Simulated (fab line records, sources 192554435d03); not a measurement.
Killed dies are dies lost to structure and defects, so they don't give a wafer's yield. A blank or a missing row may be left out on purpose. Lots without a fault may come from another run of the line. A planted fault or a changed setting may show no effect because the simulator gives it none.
A struck lot beside a sound one | flow n5_finfet | 16 steps out of a route of 1938
Sound: wafers L961.3, L961.5, L961.6. Struck: wafers L952.2, L952.4, L952.6. The cause comes at the end.
At each step with rows: each side's tool, then ch and its chambers, then its first start. Under that, the readings that differ: sound wafers | struck wafers | difference of the means | sigmas: that difference in standard deviations of wafers without a fault.
alike: readings whose means differ by less than 2 such deviations, and words and numbers that are the same on both sides. not compared: withheld readings, readings that some wafer has no value for, bounds like >300 that may hide the same value, and numbers for which the record gives no deviation and whose values overlap.
The two part at a step that has a row with sigmas, a row that says differs or no value, or rows on one side only. Numbers that don't overlap but have no deviation are shown without sigmas and don't part them. A reading that every wafer of one side lacks parts them only if that side has two wafers or more.

first, 1 step without rows for these wafers: N5_GATE_CUT_HM_OPEN_40 (chemistry C4F6/O2, target SiO2, target depth 139 nm, time 85.1 s).
N5_GATE_CUT_STRIP_41: strips in CF4.
  sound on rie_diel-05 ch 0,2,3, day 8 07:44; struck on rie_diel-05 ch 0,1,2, day 6 00:23
  alike: bias_power_w, cf4_flow_sccm, drypump_motor_current_A, oes_product_au, power_w, rf_fwd_power_W, rf_vpp_V, showerhead_plenum_p_Torr, throttle_valve_pct
  not compared: rf_hours_counter_h
then, 1 step without rows for these wafers: N5_GATE_CUT_STRIP_42 (strips in O2).
N5_GATE_CUT_ETCH_19: etches SiNx in CH3F/O2, target depth 53.7 nm, time 76.7 s.
  sound on rie_diel-05 ch 0,2,3, day 8 07:47; struck on rie_diel-05 ch 0,1,2, day 6 00:26
  alike: bias_w, drypump_motor_current_A, etch_rf_on_time_s, oes_product_au, rf_fwd_power_W, rf_vpp_V, showerhead_plenum_p_Torr, throttle_valve_pct
  not compared: rf_hours_counter_h
then, 3 steps without rows for these wafers: N5_GATE_CUT_CUT_ETCH_53 (etches W in SF6/Cl2, target depth 79.2 nm); N5_GATE_CUT_CUT_ETCH_54 (etches TiN in Cl2/BCl3, target depth 96.7 nm); N5_GATE_CUT_CUT_ETCH_55 (etches HfO2 in BCl3, target depth 3.2 nm).
N5_GATE_CUT_ETCH_47: etches SiO2 in Cl2/BCl3, target depth 10 nm.
  sound on rie_metal-03 ch 0,1, day 8 08:04; struck on rie_metal-01 ch 1, day 6 00:52
  alike: bias_w, drypump_motor_current_A, he_backside_leak_sccm, oes_product_au, rf_fwd_power_W, throttle_valve_pct
  not compared: rf_hours_counter_h
N5_GATE_CUT_VAPOR_ETCH_48: etches TiN in BCl3/Cl2.
  sound on rie_metal-03 ch 0,1, day 8 08:05; struck on rie_metal-01 ch 1, day 6 00:55
  alike: drypump_motor_current_A, he_backside_leak_sccm, oes_product_au
then, 2 steps without rows for these wafers: N5_GATE_CUT_VAPOR_ETCH_49 (etches TiAlC in BCl3/Cl2); N5_GATE_CUT_VAPOR_ETCH_51 (etches HfO2 in BCl3/Cl2).
N5_GATE_CUT_STRIP_21: strips in N2/H2, time 30 s.
  sound on plasma_asher-01 ch 0,1, day 8 08:13; struck on plasma_asher-02 ch 0,1, day 6 01:07
  alike: drypump_motor_current_A, h2_flow_sccm, heater_power_w
  not compared: rf_hours_counter_h
N5_GATE_CUT_STRIP_29: strips in post etch residue remover, time 60 s.
  sound on wet_bench-01 ch 4,5,6, day 8 08:16; struck on wet_bench-03 ch 3,4,5, day 6 01:12
  no value came back on the struck wafers for run_length_s (s), temp_c (C), time_s (s); on the sound wafers run_length_s (s) reads 66.5 68.1 66.8
then, 1 step without rows for these wafers: N5_GATE_CUT_SRD_52 (time 30 s).
-- the record jumps here: 4 days lie between the struck wafers' starts before and after (it left off in module GATE_CUT and takes up again in module BEOL_M4, whose first step shown is number 1111 of the route) --
N5_BEOL_M4_RC_MEAS_101:
  sound on prober-02 ch 0, day 12 02:38; struck on prober-01 ch 0, day 9 23:10
  alike: DIBL_N, DIBL_P, IOFF_N, IOFF_P, ION_N, ION_P, SS_N, SS_P, VT_N, VT_P
then, 1 step without rows for these wafers: N5_PASSIVATION_PROBE_49.

WHERE THEY PART
Only at N5_GATE_CUT_STRIP_29, within this record. Later steps at which nothing parts them and some readings are alike: N5_BEOL_M4_RC_MEAS_101.

WHY: what the simulator had put in
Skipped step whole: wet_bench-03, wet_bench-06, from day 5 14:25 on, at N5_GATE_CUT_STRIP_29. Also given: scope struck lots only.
